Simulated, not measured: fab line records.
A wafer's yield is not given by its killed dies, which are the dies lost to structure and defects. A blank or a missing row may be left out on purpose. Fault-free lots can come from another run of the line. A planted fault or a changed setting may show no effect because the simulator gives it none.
Chamber matching | flow n5 finfet | rie diel-06 running N5_BEOL_M4_ETCHBACK_99: 4 sister chambers
The step etches SiO2 in CHF3, target depth 5 nm, time 10.4 s. 8 wafers are shown with their chamber, then 7 later ones without.

## WAFERS, EACH WITH ITS CHAMBER
wafer  | chamber | drypump motor current A (A) | rf vpp V (V)
L076.5 | 3       | 6.5                         | 227
L079.1 | 2       | 5.5                         | 248
L079.2 | 1       | 6.0                         | 240
L085.1 | 2       | 5.4                         | 248
L088.4 | 3       | 6.5                         | 226
L088.5 | 0       | 6.6                         | 238
L091.1 | 0       | 6.6                         | 236
L091.5 | 1       | 6.0                         | 241

## WAFERS MISSING THEIR CHAMBER
wafer  | drypump motor current A (A) | rf vpp V (V)
L091.6 | 5.4                         | 248
L092.1 | 5.5                         | 247
L092.3 | 6.6                         | 237
L092.4 | 6.5                         | 229
L095.3 | 6.6                         | 235
L095.5 | 6.0                         | 244
L095.6 | 6.6                         | 237

## CHAMBER TAKEN BY EACH
wafer  | from the rows above | in truth
L091.6 | 2                   | 2
L092.1 | 2                   | 2
L092.3 | 0                   | 0
L092.4 | 3                   | 3
L095.3 | 0                   | 0
L095.5 | 1                   | 1
L095.6 | 0                   | 0
Correct placement for 7 of the 7. Number that these rows cannot place: 0. 0 placed wrongly.
How it was worked out, from the rows above alone: a wafer's distance from a chamber is the root of the sum, over the readings, of the square of ((its reading less the chamber's mean) divided by the reading's scatter). If the next closest chamber is less than 2 further off than the closest, the wafer can't be placed; otherwise it belongs to the closest. Each chamber's mean is taken over the wafers shown for it. The scatter is the square root of a quotient: the sum, over the shown wafers, of each reading's squared deviation from its chamber's mean, divided by wafers minus chambers.
